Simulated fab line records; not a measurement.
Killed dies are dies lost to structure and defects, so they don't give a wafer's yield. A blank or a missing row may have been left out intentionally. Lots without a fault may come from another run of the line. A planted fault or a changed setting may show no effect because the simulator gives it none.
Matching of chambers :: flow n5-finfet :: rie-diel-02 running N5_BEOL_M3_STRIP_36: 4 sister chambers
The step strips in N2/H2. 4 wafers are shown with their chamber, then 7 later ones without.

## WAFERS, EACH WITH ITS CHAMBER
wafer: L091.2
chamber: 2
throttle-valve-pct (%): 23.5

wafer: L091.5
chamber: 1
throttle-valve-pct (%): 23.2

wafer: L093.1
chamber: 0
throttle-valve-pct (%): 23.7

wafer: L093.2
chamber: 3
throttle-valve-pct (%): 23.9

## WAFERS WHOSE CHAMBER IS MISSING
wafer: L093.3
throttle-valve-pct (%): 23.5

wafer: L095.2
throttle-valve-pct (%): 23.9

wafer: L095.3
throttle-valve-pct (%): 23.5

wafer: L095.4
throttle-valve-pct (%): 23.2

wafer: L097.2
throttle-valve-pct (%): 23.7

wafer: L097.4
throttle-valve-pct (%): 23.6

wafer: L097.6
throttle-valve-pct (%): 23.2

## WHICH CHAMBER EACH ONE RAN IN
wafer: L093.3
from the rows above: 2
in truth: 2

wafer: L095.2
from the rows above: 3
in truth: 3

wafer: L095.3
from the rows above: 2
in truth: 2

wafer: L095.4
from the rows above: 1
in truth: 1

wafer: L097.2
from the rows above: 0
in truth: 0

wafer: L097.4
from the rows above: can't be placed: 0 or 2
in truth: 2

wafer: L097.6
from the rows above: 1
in truth: 1
Placed correctly: 6 of 7. Can't be placed from these rows: 1 (the true chamber is among the candidates in 1). 0 placed wrongly.
How it was worked out, from the rows above alone: a wafer's distance from a chamber is the root of the sum, over the readings, of the square of ((its reading less the chamber's mean) divided by the reading's scatter). The wafer belongs to the nearest chamber; if the next one is less than 2 further off, it can't be placed. Each chamber's mean is taken over the wafers shown for it. The scatter: root of mean squared gap, hidden wafer to nearest shown wafer, with one shown wafer a chamber.
